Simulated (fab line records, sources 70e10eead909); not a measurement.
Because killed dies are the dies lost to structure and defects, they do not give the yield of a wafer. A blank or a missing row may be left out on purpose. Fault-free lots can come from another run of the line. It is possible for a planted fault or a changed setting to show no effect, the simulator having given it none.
Matching of chambers / flow nandHarc / NHARC_A_M0_CMP_23 on cmp-01: 4 sister chambers
The step polishes, t overpolish 20 s, target thk 113.75 nm. 4 wafers are shown with their chamber, then 10 later ones without.

WAFERS, EACH WITH ITS CHAMBER
wafer=L086.1; chamber=1; motorCurrentA (A)=10.9
wafer=L086.4; chamber=3; motorCurrentA (A)=14.3
wafer=L088.3; chamber=0; motorCurrentA (A)=11.9
wafer=L088.4; chamber=2; motorCurrentA (A)=12.3

WAFERS WITH NO CHAMBER GIVEN
wafer=L088.5; motorCurrentA (A)=11.2
wafer=L092.1; motorCurrentA (A)=11.0
wafer=L092.3; motorCurrentA (A)=12.4
wafer=L092.5; motorCurrentA (A)=11.0
wafer=L095.1; motorCurrentA (A)=10.7
wafer=L095.4; motorCurrentA (A)=11.9
wafer=L095.6; motorCurrentA (A)=14.0
wafer=L097.2; motorCurrentA (A)=10.7
wafer=L097.3; motorCurrentA (A)=12.5
wafer=L097.5; motorCurrentA (A)=12.6

WHICH CHAMBER EACH ONE RAN IN
wafer=L088.5; from the rows above=can't be placed: 1 or 0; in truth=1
wafer=L092.1; from the rows above=1; in truth=1
wafer=L092.3; from the rows above=can't be placed: 2 or 0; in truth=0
wafer=L092.5; from the rows above=1; in truth=1
wafer=L095.1; from the rows above=1; in truth=1
wafer=L095.4; from the rows above=can't be placed: 0 or 2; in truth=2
wafer=L095.6; from the rows above=3; in truth=3
wafer=L097.2; from the rows above=1; in truth=1
wafer=L097.3; from the rows above=can't be placed: 2 or 0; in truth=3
wafer=L097.5; from the rows above=can't be placed: 2 or 0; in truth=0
Placed correctly: 5 of 10. Cannot be placed on the basis of these rows: 5; the candidates contain the true chamber in 4. Number placed wrongly: 0.
How it was worked out, from the rows above alone: a wafer's distance from a chamber is the root of the sum, over the readings, of the square of ((its reading less the chamber's mean) divided by the reading's scatter). The wafer belongs to the nearest chamber; if the next one is less than 2 further off, it can't be placed. Each chamber's mean is taken over the wafers shown for it. The scatter: with one shown wafer a chamber, the root of the mean of the squares of how far each hidden wafer lies from its nearest shown one.
